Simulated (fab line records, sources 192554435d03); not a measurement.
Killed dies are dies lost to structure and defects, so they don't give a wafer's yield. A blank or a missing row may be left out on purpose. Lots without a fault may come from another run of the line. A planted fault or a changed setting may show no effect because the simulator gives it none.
A struck lot beside a sound one | flow n5_finfet | 38 steps out of a route of 1938
Sound: wafers L699.1, L699.2, L699.6. Struck: wafer L711.3. (L711.6 of the same lot was not struck and is left out.) The cause comes at the end.
At each step with rows: each side's tool, then ch and its chambers, then its first start. Under that, the readings that differ: sound wafers | struck wafers | difference of the means | sigmas: that difference in standard deviations of wafers without a fault.
alike: readings whose means differ by less than 2 such deviations, and words and numbers that are the same on both sides. not compared: withheld readings, readings that some wafer has no value for, bounds like >300 that may hide the same value, and numbers for which the record gives no deviation and whose values overlap.
The two part at a step that has a row with sigmas, a row that says differs or no value, or rows on one side only. Numbers that don't overlap but have no deviation are shown without sigmas and don't part them. A reading that every wafer of one side lacks parts them only if that side has two wafers or more.

first, 12 steps without rows for these wafers: N5_SD_EPI_P_STRIP_38 (strips in N2/H2); N5_SD_EPI_P_ETCHBACK_46 (etches SiNx in CH3F/O2, stops on SiO2, target depth 17.5 nm); N5_SD_EPI_P_ETCH_47 (etches SiOCN in CH3F/O2, target depth 25 nm); N5_SD_EPI_P_ETCH_16 (etches SiO2 in CHF3/O2, target depth 5 nm); N5_SD_EPI_P_STRIP_50 (strips in CHF3/O2); N5_SD_EPI_P_SD_RECESS_17 (chemistry HBr/Cl2/O2, target depth 39.1 nm, bt time 3 s); N5_SD_EPI_P_WET_ETCH_45 (etches SiO2 in dHF, time 10.7 s, target depth 2 nm, rinse time 30 s); N5_SD_EPI_P_STRIP_40 (strips in N2/H2); N5_SD_EPI_P_PRECLEAN_52 (cleans in O3/DIW, time 60 s); N5_SD_EPI_P_SRD_20 (time 30 s); N5_SD_EPI_P_PRECLEAN_51 (cleans in NF3:NH3, afs cycles 1, time 20 s, sublimation time 60 s); N5_SD_EPI_P_VAPOR_ETCH_44 (etches SiGe30 in NF3/Ar, time 3.3 s).
N5_SD_EPI_P_EPI_21: deposits SiGe:B, time 355 s.
  sound on epi_rpcvd-01 ch 0, day 3 13:03; struck on epi_rpcvd-01 ch 0, day 6 17:38
  reading                                     | sound          | struck | difference | sigmas
  epi_growth_time_s (s)                       | 355 355 355    | 293.63 | -61.37     |
  model.SiGe-B_of_SD_EPI_P_EPI_21.thk_nm (nm) | 61.8 61.6 62.2 | 54     | -8         |
  alike: chamber_pressure_Torr
N5_SD_EPI_P_EPI_MEAS_23:
  sound on film_metro-02, day 3 15:14; struck on film_metro-01, day 6 19:07
  reading     | sound          | struck | difference | sigmas
  thk_nm (nm) | 61.2 62.7 62.8 | 53.3   | -8.9       | -7
then, 8 steps without rows for these wafers: N5_SD_EPI_P_HM_STRIP_48 (strips SiNx in H3PO4, material SiNx, target depth 3 nm); N5_SD_EPI_P_SRD_49 (time 30 s); N5_SD_EPI_P_PRECLEAN_24 (cleans in O3/DIW, time 45 s); N5_SD_EPI_P_PRECLEAN_32 (cleans in dHF, time 10 s); N5_SD_EPI_P_PRECLEAN_33 (cleans in SC2, time 45 s); N5_SD_EPI_P_SRD_25 (time 30 s); N5_SD_ACTIVATION_RTA_00 (time 0 s); N5_SD_ACTIVATION_LSA_01 (time 0.0008 s).
N5_SD_ACTIVATION_RS_MEAS_03: measures by four-point-probe.
  sound on film_metro-01, day 3 16:02; struck on film_metro-02, day 6 19:54
  reading          | sound          | struck | difference | sigmas
  RS_SD_P (ohm/sq) | 54.4 54.7 54.0 | 62.4   | +8.0       | +10
  alike: RS_SD_N
then, 12 steps without rows for these wafers: N5_ILD0_LINER_00 (material SiNx, target thk 4 nm, pulse time 1 s, purge time 2 s); N5_ILD0_FCVD_FILL_01 (material SiO2 flowable, target thk 200 nm, time 328.3 s); N5_ILD0_CURE_02 (time 1800 s); N5_ILD0_CMP_03 (polishes, stops on SiNx, t overpolish 1.9 s, target thk 197.38 nm); N5_ILD0_CMP_07 (polishes SiO2 flowable, stops on poly-Si, t overpolish 1.18 s, target thk 138.88 nm); N5_ILD0_PRECLEAN_10 (cleans in NF3:NH3, afs cycles 5, time 20 s, sublimation time 60 s); N5_ILD0_ALD_15 (deposits SiNx, target thk 24 nm, pulse time 1 s, ald cycles 480); N5_ILD0_CMP_12 (polishes SiNx, stops on poly-Si, t overpolish 6 s, target thk 17.67 nm); N5_SDB_HM_DEP_00 (deposits SiNx from SiH4/NH3/N2, target thk 40 nm, time 35.3 s); N5_SDB_COAT_03 (time 60 s, resist thk 100 nm); N5_SDB_COAT_04 (time 60 s, resist thk 18 nm); N5_SDB_COAT_05 (resist thk 90 nm).
N5_MOL_CONTACT_COAG_ETCH_110: etches Si in CF4/O2, target depth 2.5 nm, time 8 s.
  sound on rie_diel-06 ch 1,2, day 4 22:13; struck on rie_diel-05 ch 0, day 8 02:17
  reading                                     | sound          | struck | difference | sigmas
  model.SiGe-B_of_SD_EPI_P_EPI_21.thk_nm (nm) | 58.8 58.8 59.2 | 51.4   | -7.5       |
  alike: O2_flow_sccm, drypump_motor_current_A, oes_product_au, rf_vpp_V, showerhead_plenum_p_Torr, throttle_valve_pct
  not compared: rf_hours_counter_h
-- the record jumps here: 3 days lie between the struck wafers' starts before and after (it left off in module MOL_CONTACT_COAG and takes up again in module BEOL_M4, whose first step shown is number 1111 of the route) --
N5_BEOL_M4_RC_MEAS_101:
  sound on prober-02 ch 0, day 8 03:54; struck on prober-01 ch 0, day 11 04:42
  reading          | sound             | struck | difference | sigmas
  DIBL_N (mV/V)    | 35.9 33.6 35.0    | 37.5   | +2.7       | +2
  DIBL_P (mV/V)    | 36.6 33.9 35.4    | 38.4   | +3.1       | +2
  IOFF_N (nA/um)   | 0.171 0.120 0.156 | 0.207  | +0.058     | +2
  RS_SD_P (ohm/sq) | 64.3 64.8 64.8    | 73.3   | +8.7       | +9
  alike: IOFF_P, ION_N, ION_P, SS_N, SS_P, VT_N, VT_P
then, 1 step without rows for these wafers: N5_PASSIVATION_PROBE_49.

WHERE THEY PART
First at N5_SD_EPI_P_EPI_MEAS_23; last, within this record, at N5_BEOL_M4_RC_MEAS_101.

WHY: what the simulator had put in
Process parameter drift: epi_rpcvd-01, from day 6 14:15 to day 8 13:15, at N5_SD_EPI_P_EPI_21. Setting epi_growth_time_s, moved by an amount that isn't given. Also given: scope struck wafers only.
